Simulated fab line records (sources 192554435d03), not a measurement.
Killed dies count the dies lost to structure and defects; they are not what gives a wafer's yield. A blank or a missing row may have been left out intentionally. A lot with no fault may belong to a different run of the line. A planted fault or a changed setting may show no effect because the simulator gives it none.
Matching of chambers    flow n5Finfet    4 sister chambers for N5_BEOL_M9_STRIP_19 on rieDiel-02
The step strips in O2. 4 wafers are shown with their chamber, then 11 later ones without.

== WAFERS WITH THEIR CHAMBER ==
wafer   chamber  showerheadPlenumPTorr (Torr)
L081.4  0        2.21
L085.1  2        1.98
L085.5  3        2.23
L087.3  1        2.17

== WAFERS MISSING THEIR CHAMBER ==
wafer   showerheadPlenumPTorr (Torr)
L087.4  1.98
L087.6  1.98
L091.1  2.23
L091.3  1.98
L091.6  2.23
L093.2  2.17
L093.4  2.23
L093.6  2.20
L097.2  2.16
L097.3  1.98
L097.5  2.22

== THE CHAMBER EACH PASSED THROUGH ==
wafer   from the rows above      in truth
L087.4  2                        2
L087.6  2                        2
L091.1  3                        3
L091.3  2                        2
L091.6  3                        3
L093.2  1                        1
L093.4  3                        3
L093.6  0                        0
L097.2  1                        1
L097.3  2                        2
L097.5  can't be placed: 3 or 0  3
Placed correctly: 10 of 11. Unplaceable from these rows: 1, with the true chamber sitting among the candidates in 1. Number placed wrongly: 0.
How it was worked out, from the rows above alone: a wafer's distance from a chamber is the root of the sum, over the readings, of the square of ((its reading less the chamber's mean) divided by the reading's scatter). If the next closest chamber is less than 2 further off than the closest, the wafer can't be placed; otherwise it belongs to the closest. The mean given for a chamber averages the wafers shown for that chamber. The scatter: with one shown wafer a chamber, the root of the mean of the squares of how far each hidden wafer lies from its nearest shown one.
